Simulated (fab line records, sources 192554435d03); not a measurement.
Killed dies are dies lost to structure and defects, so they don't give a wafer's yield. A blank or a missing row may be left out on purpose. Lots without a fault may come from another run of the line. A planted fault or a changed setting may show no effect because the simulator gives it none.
Problem report in the 8D (eight disciplines) form, filled by code | flow n5_finfet | the parts of the form that need people (team, actions taken, sign-off) are left out

1. THE PROBLEM
raw_defect_count at N5_BEOL_M4_INSPECT_30 reads a mean of 1698 on 6 wafers of 2 lots; wafers without a fault read 412 with a standard deviation of 100. That is +13 standard deviations from the usual mean.
The step: inspects for defects (brightfield).
First seen on wafer L374.1, day 11 05:59, on defect_inspect-01. The record holds 24 wafers of 8 lots with a number at this step. Rule for "out", or "out of limits": more than 4 standard deviations from the usual mean. The other wafers with a number count as sound.

2. WHAT IT IS AND WHAT IT IS NOT
question                    | is                     | is not
which readings at this step | raw_defect_count       | -
which lots                  | L374, L376             | L367, L378, L379, L381, L383, L385
which wafers of those lots  | all that have a number | -
read on which gauges        | defect_inspect-01      | defect_inspect-02
when                        | from day 11 05:59      | up to then (3 sound wafers); but 15 sound wafers of L378, L379, L381, L383, L385 came after

3. SUSPECTS, AND WHAT RULES EACH OUT
Counting: a tool at a process step up to the reading stays a suspect if it ran every lot that is out and no sound lot after the first of them.
- the gauge at N5_BEOL_M4_INSPECT_30: ruled out. All the wafers that are out were read on defect_inspect-01, but those of them that N5_PASSIVATION_PROBE_49 has rows for are out there too, on other tools.
- rie_diel-01 at N5_BEOL_M4_ETCH_74 (etches underlayer in N2/H2, target depth 6.5 nm, time 5.2 s): kept. It ran every lot that is out, first L374 (day 11 04:47), and no sound lot after that.
- rie_diel-01 at N5_BEOL_M4_ETCH_64 (etches SOC in N2/H2, target depth 75 nm, overetch 22.5 nm, time 121.9 s): kept. It ran every lot that is out, first L374 (day 11 04:50), and no sound lot after that.
Left after counting: rie_diel-01 at N5_BEOL_M4_ETCH_74, rie_diel-01 at N5_BEOL_M4_ETCH_64.

4. THE CAUSE (what the simulator had put in)
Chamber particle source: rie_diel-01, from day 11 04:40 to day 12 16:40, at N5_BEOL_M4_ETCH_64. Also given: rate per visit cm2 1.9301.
Counting left 2 suspects, and this tool is among them.

5. THE CHAIN OF EFFECTS, in route order
Each row: a reading whose mean over the struck wafers that have a number lies more than 3 standard deviations from the usual. Only readings for which the record gives a usual standard deviation are gone through. hours: the time from each lot's start at the first step in this table that gives one to its start at this step, as a median over the lots. sigmas: the change in usual standard deviations.
hours | step                    | reading              | usual  | on struck wafers | change | sigmas
0     | N5_BEOL_M4_INSPECT_30   | raw_defect_count     | 412    | 1698             | +1286  | +13
139   | N5_PASSIVATION_PROBE_49 | defect_limited_yield | 91.5 % | 82.1             | -9.4   | -6.7
139   | N5_PASSIVATION_PROBE_49 | killed_at_M4_up      | 15     | 141              | +126   | +21
139   | N5_PASSIVATION_PROBE_49 | killed_dies          | 101    | 211              | +110   | +6.5
139   | N5_PASSIVATION_PROBE_49 | sort_bin_5_function  | 5.0 %  | 10.6             | +5.6   | +5.8
139   | N5_PASSIVATION_PROBE_49 | sort_n_pass          | 1079   | 969              | -110   | -6.5
139   | N5_PASSIVATION_PROBE_49 | sort_yield_pct       | 91.4 % | 82.1             | -9.3   | -6.7
The process steps in it:
- N5_PASSIVATION_PROBE_49
Later measuring or inspecting steps at which every struck wafer that the step has a row for has a number for every such reading, and none has moved that far: N5_BEOL_M4_RC_MEAS_101.

6. WHAT WOULD HAVE CAUGHT IT SOONER
In this record the first reading out of limits at a measuring or inspecting step was taken at day 11 05:59, 1 hour after the fault began at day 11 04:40.
Of the tool readings at N5_BEOL_M4_ETCH_64 for which the record gives a usual standard deviation, none was out on any struck wafer, so an alarm limit of 4 standard deviations on them would not have fired.
Of the lots that are out (2), L376 began N5_BEOL_M4_ETCH_64 on rie_diel-01 after day 11 05:59. A hold on the tool at that time would have spared it.
